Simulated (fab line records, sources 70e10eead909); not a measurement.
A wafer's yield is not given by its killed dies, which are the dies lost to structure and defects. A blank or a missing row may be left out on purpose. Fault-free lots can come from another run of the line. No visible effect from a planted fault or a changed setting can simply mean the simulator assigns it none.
Which tool did it?    flow nand-harc    Sampling: 13 lots, 39 wafers, 6 of 1159 route steps

WHAT THE GAUGES SHOWED, per wafer
NHARC_P_STI_CD_MEAS_09: target cd 200 nm. Usual: cd-nm reads 199.8 nm (standard deviation 2.9).
lot   measured     on         cd-nm (nm)         flag
L908  day 2 11:28  cd-sem-02  198.7 198.1 197.0  
L909  day 2 16:50  cd-sem-02  202.3 203.2 203.0  
L911  day 3 06:10  cd-sem-03  195.5 201.3 197.1  
L912  day 3 14:47  cd-sem-02  201.4 194.5 199.6  
L913  day 3 18:07  cd-sem-01  203.7 200.0 200.3  
L914  day 4 01:34  cd-sem-01  204.5 198.4 201.3  
L915  day 4 01:44  cd-sem-03  197.6 197.5 198.4  
L918  day 4 23:09  cd-sem-02  204.3 202.0 199.2  
L919  day 5 05:12  cd-sem-01  199.7 197.0 198.9  
L920  day 5 10:51  cd-sem-03  229.7 230.5 236.2  OFF
L921  day 5 21:23  cd-sem-03  197.4 200.7 196.6  
L930  day 7 23:29  cd-sem-03  196.5 195.0 196.9  
L931  day 8 07:38  cd-sem-03  202.8 203.6 202.7  

NHARC_P_STI_OCD_MEAS_17. Usual: trench-depth-nm 299 nm, standard deviation 7.3; trench-foot-cd-nm 157.9 nm, standard deviation 2.9.
lot   measured     on      trench-depth-nm (nm)  trench-foot-cd-nm (nm)  flag
L908  day 2 12:16  ocd-02  301 297 286           156.3 156.6 157.5       
L909  day 2 17:38  ocd-02  289 295 299           162.1 161.9 160.6       
L911  day 3 06:57  ocd-01  308 289 291           151.9 160.7 156.6       
L912  day 3 15:34  ocd-01  293 295 293           159.8 153.1 158.5       
L913  day 3 18:53  ocd-02  298 285 306           161.7 160.8 157.7       
L914  day 4 02:22  ocd-02  304 301 306           161.9 156.1 158.2       
L915  day 4 02:31  ocd-01  307 306 297           155.0 155.5 157.4       
L918  day 4 23:56  ocd-02  285 301 286           164.6 160.5 158.8       
L919  day 5 06:00  ocd-01  292 296 302           159.1 156.0 156.7       
L920  day 5 11:38  ocd-01  292 307 301           188.5 188.2 193.7       OFF
L921  day 5 22:14  ocd-02  293 308 307           156.2 157.4 153.9       
L930  day 8 00:16  ocd-01  293 297 293           155.4 153.1 155.4       
L931  day 8 08:26  ocd-02  300 314 305           161.1 159.3 159.5       

WHAT TOOL EACH LOT RAN ON (gives the tool, then ch and the chambers of the sampled wafers, and finally the start)
lot   NHARC_P_ZERO_WELL_RTA_42         NHARC_P_STI_EXPOSE_06             NHARC_P_STI_ETCH_31                           NHARC_P_STI_ETCH_15
L908  rtp-anneal-01 ch 0, day 1 19:21  krf-scanner-02 ch 0, day 2 11:19  rie-diel-01 ch 0,1,2, day 2 12:02 or earlier  rie-si-03 ch 0,1,3, day 2 12:02
L909  rtp-anneal-02 ch 0, day 2 01:01  krf-scanner-04 ch 0, day 2 16:41  rie-diel-08 ch 0,2,3, day 2 17:23 or earlier  rie-si-03 ch 0,2,3, day 2 17:23
L911  rtp-anneal-01 ch 0, day 2 13:08  krf-scanner-04 ch 0, day 3 06:01  rie-diel-13 ch 0,1,3, day 3 06:43 or earlier  rie-si-03 ch 0,1, day 3 06:43
L912  rtp-anneal-01 ch 0, day 2 19:07  krf-scanner-02 ch 0, day 3 14:38  rie-diel-08 ch 0,1, day 3 15:20 or earlier    rie-si-03 ch 2,3, day 3 15:20
L913  rtp-anneal-02 ch 0, day 3 01:14  krf-scanner-03 ch 0, day 3 17:58  rie-diel-13 ch 0,1,3, day 3 18:40 or earlier  rie-si-03 ch 0,1,2, day 3 18:40
L914  rtp-anneal-01 ch 0, day 3 07:02  krf-scanner-03 ch 0, day 4 01:26  rie-diel-01 ch 0,2,3, day 4 02:08 or earlier  rie-si-05 ch 0,2,3, day 4 02:08
L915  rtp-anneal-02 ch 0, day 3 12:52  krf-scanner-02 ch 0, day 4 01:35  rie-diel-08 ch 0,1,3, day 4 02:17 or earlier  rie-si-02 ch 0,2,3, day 4 02:17
L918  rtp-anneal-01 ch 0, day 4 07:19  krf-scanner-04 ch 0, day 4 23:00  rie-diel-13 ch 0,1,2, day 4 23:40 or earlier  rie-si-03 ch 0,1, day 4 23:40
L919  rtp-anneal-02 ch 0, day 4 13:09  krf-scanner-03 ch 0, day 5 05:03  rie-diel-08 ch 0,1,3, day 5 05:45 or earlier  rie-si-02 ch 0,1,3, day 5 05:45
L920  rtp-anneal-02 ch 0, day 4 18:50  krf-scanner-02 ch 0, day 5 10:42  rie-diel-08 ch 1,2,3, day 5 11:23 or earlier  rie-si-02 ch 0,1,2, day 5 11:23
L921  rtp-anneal-01 ch 0, day 5 00:59  krf-scanner-02 ch 0, day 5 21:14  rie-diel-01 ch 1,3, day 5 22:00 or earlier    rie-si-02 ch 2,3, day 5 22:00
L930  rtp-anneal-02 ch 0, day 7 07:30  krf-scanner-03 ch 0, day 7 23:20  rie-diel-13 ch 1,2,3, day 8 00:02 or earlier  rie-si-03 ch 1,3, day 8 00:02
L931  rtp-anneal-02 ch 0, day 7 13:06  krf-scanner-04 ch 0, day 8 07:29  rie-diel-01 ch 0,1,2, day 8 08:12 or earlier  rie-si-02 ch 0,2,3, day 8 08:12
- NHARC_P_ZERO_WELL_RTA_42: time 300 s.
- NHARC_P_STI_EXPOSE_06: exposes mask P STI, target cd 200 nm.
- NHARC_P_STI_ETCH_31: etches the open film in CF4/CHF3, target depth 108.9 nm, time 54.5 s.
- NHARC_P_STI_ETCH_15: etches the open film in HBr/Cl2, target depth 300 nm, time 100.1 s.

WHAT THE TOOLS THEMSELVES READ (means of the sampled wafers that have a number; where no wafer has one, the mark that the record gives instead)
NHARC_P_ZERO_WELL_RTA_42. Usual: lamp-power-pct 34 %, standard deviation 3.2; lamp_zone_4_pct 34 %, standard deviation 3.2; wafer_temp_C_max 1106.2, standard deviation 2.
lot   tool           lamp-power-pct (%)  lamp_zone_4_pct (%)  wafer_temp_C_max  flag
L908  rtp-anneal-01  37                  37                   1106.6            
L909  rtp-anneal-02  31                  31                   1103.9            
L911  rtp-anneal-01  37                  37                   1107.7            
L912  rtp-anneal-01  37                  37                   1107.3            
L913  rtp-anneal-02  31                  31                   1104.4            
L914  rtp-anneal-01  37                  37                   1106.1            
L915  rtp-anneal-02  31                  31                   1105.2            
L918  rtp-anneal-01  37                  37                   1107.6            
L919  rtp-anneal-02  31                  31                   1104.9            
L920  rtp-anneal-02  31                  31                   1103.7            
L921  rtp-anneal-01  37                  37                   1108.2            
L930  rtp-anneal-02  31                  31                   1104.0            
L931  rtp-anneal-02  31                  31                   1105.2            

NHARC_P_STI_EXPOSE_06. Usual: focus-offset-nm 0.1 nm, standard deviation 0.47; stage-vel-mm-s 499.94 mm/s, standard deviation 0.24.
lot   tool            focus-offset-nm (nm)  stage-vel-mm-s (mm/s)  flag
L908  krf-scanner-02  0.1                   500.24                 
L909  krf-scanner-04  -0.2                  500.19                 
L911  krf-scanner-04  -0.1                  499.83                 
L912  krf-scanner-02  0.1                   499.87                 
L913  krf-scanner-03  0.1                   499.96                 
L914  krf-scanner-03  0.4                   499.92                 
L915  krf-scanner-02  0.2                   500.05                 
L918  krf-scanner-04  0.4                   499.87                 
L919  krf-scanner-03  -0.3                  499.71                 
L920  krf-scanner-02  -0.4                  499.89                 
L921  krf-scanner-02  0.2                   499.91                 
L930  krf-scanner-03  0.0                   500.08                 
L931  krf-scanner-04  0.1                   500.33                 

NHARC_P_STI_ETCH_31. Usual: drypump-motor-current-A 5.74 A, standard deviation 0.29; oes-product-au 0.967 a.u., standard deviation 0.017; rf-vpp-V 371.6 V, standard deviation 2.1; showerhead-plenum-p-Torr 1.60 Torr, standard deviation 0.057; throttle-valve-pct 16.802 %, standard deviation 0.0096.
lot   tool         drypump-motor-current-A (A)  oes-product-au (a.u.)  rf-vpp-V (V)  showerhead-plenum-p-Torr (Torr)  throttle-valve-pct (%)  flag
L908  rie-diel-01  5.61                         0.970                  372.3         1.60                             16.805                  
L909  rie-diel-08  5.75                         0.955                  371.3         1.58                             16.807                  
L911  rie-diel-13  5.83                         0.936                  372.9         1.63                             16.804                  
L912  rie-diel-08  5.90                         0.963                  369.8         1.54                             16.794                  
L913  rie-diel-13  5.83                         0.980                  372.3         1.63                             16.813                  
L914  rie-diel-01  5.64                         0.962                  371.0         1.59                             16.795                  
L915  rie-diel-08  5.68                         0.972                  368.8         1.53                             16.800                  
L918  rie-diel-13  5.80                         0.984                  371.6         1.61                             16.800                  
L919  rie-diel-08  5.69                         0.977                  368.4         1.53                             16.811                  
L920  rie-diel-08  5.58                         0.946                  370.5         1.57                             16.802                  
L921  rie-diel-01  6.09                         0.927                  371.2         1.58                             16.808                  
L930  rie-diel-13  5.76                         0.987                  372.9         1.64                             16.798                  
L931  rie-diel-01  5.61                         0.958                  371.4         1.60                             16.808                  

NHARC_P_STI_ETCH_15. Usual: drypump-motor-current-A 5.8 A, standard deviation 0.41; hbr-flow-sccm 150.0 sccm, standard deviation 0.43; oes-product-au 0.996 a.u., standard deviation 0.016; throttle-valve-pct 26.405 %, standard deviation 0.0099.
lot   tool       drypump-motor-current-A (A)  hbr-flow-sccm (sccm)  oes-product-au (a.u.)  throttle-valve-pct (%)  flag
L908  rie-si-03  5.7                          150.2                 0.987                  26.400                  
L909  rie-si-03  5.4                          149.8                 0.993                  26.404                  
L911  rie-si-03  5.7                          149.7                 0.990                  26.403                  
L912  rie-si-03  5.4                          150.0                 0.989                  26.407                  
L913  rie-si-03  5.6                          149.8                 0.991                  26.404                  
L914  rie-si-05  6.0                          150.4                 1.008                  26.405                  
L915  rie-si-02  5.9                          150.4                 1.005                  26.399                  
L918  rie-si-03  5.7                          150.4                 0.986                  26.406                  
L919  rie-si-02  5.8                          149.9                 0.988                  26.399                  
L920  rie-si-02  5.9                          150.2                 1.001                  26.412                  
L921  rie-si-02  5.8                          150.2                 1.001                  26.400                  
L930  rie-si-03  5.7                          150.6                 0.985                  26.406                  
L931  rie-si-02  5.9                          149.9                 1.009                  26.412                  

THE ANSWER, worked out from the rows above alone
Rule: lot off if the mean of its wafers having a number is beyond 3 standard deviations from the usual mean. Also off: a lot with no number at a reading for which 4 or more lots have one. Any other lot the step has rows for is counted as sound. The gauges are gone through in route order, then the tools' own readings, and for those a lot's mean is taken as printed above. At the first step where some lot is off, the reading lying furthest off is the one used; lots without a number count as furthest.
Off, at NHARC_P_STI_CD_MEAS_09 on cd-nm: L920.
If a tool, at a process step before that reading, ran all the lots that are off and no sound lot after the first of them, it fits. Not tried: the gauges at NHARC_P_STI_CD_MEAS_09; whatever is off there is also off at NHARC_P_STI_OCD_MEAS_17, on other tools, and gauge error can't account for it. None of those tried fits.

WHAT THE SIMULATOR PUT IN
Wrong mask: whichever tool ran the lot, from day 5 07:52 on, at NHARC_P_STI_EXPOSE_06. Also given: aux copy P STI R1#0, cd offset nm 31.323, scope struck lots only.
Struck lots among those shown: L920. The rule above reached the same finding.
